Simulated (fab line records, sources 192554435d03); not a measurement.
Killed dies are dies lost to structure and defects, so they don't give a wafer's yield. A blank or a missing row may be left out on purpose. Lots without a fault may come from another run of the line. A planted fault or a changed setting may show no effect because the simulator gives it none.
A struck lot beside a sound one | flow n5_finfet | 15 steps out of a route of 1938
Sound: wafers L547.2, L547.3, L547.5. Struck: wafers L550.2, L550.4, L550.6. The cause comes at the end.
At each step with rows: each side's tool, then ch and its chambers, then its first start. Under that, the readings that differ: sound wafers | struck wafers | difference of the means | sigmas: that difference in standard deviations of wafers without a fault.
alike: readings whose means differ by less than 2 such deviations, and words and numbers that are the same on both sides. not compared: withheld readings, readings that some wafer has no value for, bounds like >300 that may hide the same value, and numbers for which the record gives no deviation and whose values overlap.
The two part at a step that has a row with sigmas, a row that says differs or no value, or rows on one side only. Numbers that don't overlap but have no deviation are shown without sigmas and don't part them. A reading that every wafer of one side lacks parts them only if that side has two wafers or more.

first, 5 steps without rows for these wafers: N5_BEOL_M4_EBR_24; N5_BEOL_M4_SOFTBAKE_23 (time 60 s); N5_BEOL_M4_EXPOSE_25 (exposes mask V3, defocus 5 nm); N5_BEOL_M4_PEB_26 (peb time 60 s); N5_BEOL_M4_DEVELOP_27 (develop time 30 s).
N5_BEOL_M4_CD_MEAS_28: target cd 26.2 nm, target cd y 24.1 nm.
  sound on cd_sem-01 ch 0, day 7 21:41; struck on cd_sem-02 ch 0, day 9 20:03
  alike: cd_nm
N5_BEOL_M4_OVL_MEAS_29:
  sound on overlay-01 ch 0, day 7 21:43; struck on overlay-02 ch 0, day 9 20:05
  alike: V3_OVL
N5_BEOL_M4_INSPECT_30: inspects for defects (brightfield).
  sound on defect_inspect-01, day 7 21:46; struck on defect_inspect-02, day 9 20:08
  alike: raw_defect_count
N5_BEOL_M4_DESCUM_33: chemistry O2, time 7 s.
  sound on rie_diel-01 ch 2,3, day 7 21:48; struck on rie_diel-06 ch 0,1,3, day 9 20:10
  alike: drypump_motor_current_A, oes_product_au, rf_vpp_V, showerhead_plenum_p_Torr, throttle_valve_pct
  not compared: rf_hours_counter_h
N5_BEOL_M4_ETCH_77: etches underlayer in N2/H2, target depth 6.5 nm, time 5.2 s.
  sound on rie_diel-01 ch 2,3, day 7 21:50; struck on rie_diel-06 ch 0,1,3, day 9 20:12
  alike: drypump_motor_current_A, etch_rf_on_time_s, n2_flow_sccm, oes_product_au, rf_vpp_V, showerhead_plenum_p_Torr, throttle_valve_pct
  not compared: rf_hours_counter_h
N5_BEOL_M4_ETCH_69: etches SiARC in CF4, target depth 15.6 nm, time 26 s.
  sound on rie_diel-01 ch 2,3, day 7 21:51; struck on rie_diel-06 ch 0,1,3, day 9 20:13
  alike: drypump_motor_current_A, etch_rf_on_time_s, oes_product_au, rf_vpp_V, showerhead_plenum_p_Torr, throttle_valve_pct
  not compared: rf_hours_counter_h
N5_BEOL_M4_ALD_98: deposits SiO2, target thk 2.5 nm, pulse time 1 s, co reactant pulse time 1 s.
  sound on ald_sin-04 ch 0,2,3, day 7 21:56; struck on ald_sin-04 ch 0,3, day 9 20:18
  alike: heater_power_w, precursor_pulse_height_rel
N5_BEOL_M4_ETCHBACK_99: etches SiO2 in CHF3, target depth 5 nm, time 10.4 s.
  sound on rie_diel-06 ch 1,2,3, day 8 04:46; struck on rie_diel-02 ch 1,2,3, day 9 23:49
  reading                                      | sound          | struck         | difference | sigmas
  oes_product_au (a.u.)                        | 0.75 0.70 0.99 | 0.98 1.03 1.02 | +0.20      | +3
  model.CAR-EUV_of_BEOL_M4_COAT_22.thk_nm (nm) | 10.4 10.2 10.4 | 9.8 9.8 10     | -0.5       |
  alike: drypump_motor_current_A, rf_vpp_V, showerhead_plenum_p_Torr, throttle_valve_pct
  not compared: rf_hours_counter_h
N5_BEOL_M4_ETCH_70: etches SOC in N2/H2, target depth 80 nm, overetch 24 nm, time 130 s.
  sound on rie_diel-06 ch 1,2,3, day 8 04:48; struck on rie_diel-02 ch 1,2,3, day 9 23:51
  alike: drypump_motor_current_A, n2_flow_sccm, oes_product_au, rf_vpp_V, showerhead_plenum_p_Torr, throttle_valve_pct
  not compared: rf_hours_counter_h
N5_BEOL_M4_RC_MEAS_101:
  sound on prober-01 ch 0, day 8 10:27; struck on prober-01 ch 0, day 10 05:07
  reading       | sound       | struck      | difference | sigmas
  ION_N (uA/um) | 677 653 652 | 685 679 678 | +20        | +2
  alike: DIBL_N, DIBL_P, IOFF_N, IOFF_P, ION_P, SS_N, SS_P, VT_N, VT_P

WHERE THEY PART
First at N5_BEOL_M4_ETCHBACK_99; last, within this record, at N5_BEOL_M4_RC_MEAS_101.

WHY: what the simulator had put in
Process parameter drift: rie_diel-02, from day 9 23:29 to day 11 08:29, at N5_BEOL_M4_ETCHBACK_99. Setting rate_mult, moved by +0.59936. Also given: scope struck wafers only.
